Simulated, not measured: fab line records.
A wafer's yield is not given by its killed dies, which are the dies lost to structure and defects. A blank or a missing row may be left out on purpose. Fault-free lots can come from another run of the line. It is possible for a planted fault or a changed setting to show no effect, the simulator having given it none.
Chamber matching | flow nand harc | NHARC_A_WL_FILL_ALD_10 on ald hk-02: 4 sister chambers
The step deposits SiO2, target thk 50 nm, pulse time 10 s, ald cycles 500. 4 wafers are shown with their chamber, then 7 later ones without.

== WAFERS, EACH WITH ITS CHAMBER ==
wafer  | chamber | heater power w (W)
L083.6 | 2       | 403
L091.1 | 3       | 520
L090.3 | 1       | 518
L090.5 | 0       | 508

== WAFERS WITH NO CHAMBER GIVEN ==
wafer  | heater power w (W)
L090.6 | 509
L092.2 | 401
L092.3 | 502
L092.5 | 390
L094.3 | 489
L094.1 | 403
L094.5 | 508

== WHICH CHAMBER EACH WENT THROUGH ==
wafer  | from the rows above          | in truth
L090.6 | can't be placed: 0 or 1 or 3 | 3
L092.2 | 2                            | 2
L092.3 | can't be placed: 0 or 1 or 3 | 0
L092.5 | 2                            | 2
L094.3 | can't be placed: 0 or 1 or 3 | 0
L094.1 | 2                            | 2
L094.5 | can't be placed: 0 or 1 or 3 | 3
Placed correctly: 3 of 7. Cannot be placed on the basis of these rows: 4; the candidates contain the true chamber in 4. Number placed wrongly: 0.
How it was worked out, from the rows above alone: a wafer's distance from a chamber is the root of the sum, over the readings, of the square of ((its reading less the chamber's mean) divided by the reading's scatter). If the next closest chamber is less than 2 further off than the closest, the wafer can't be placed; otherwise it belongs to the closest. For every chamber, the mean is computed from those of its wafers that are shown. The scatter: root of mean squared gap, hidden wafer to nearest shown wafer, with one shown wafer a chamber.
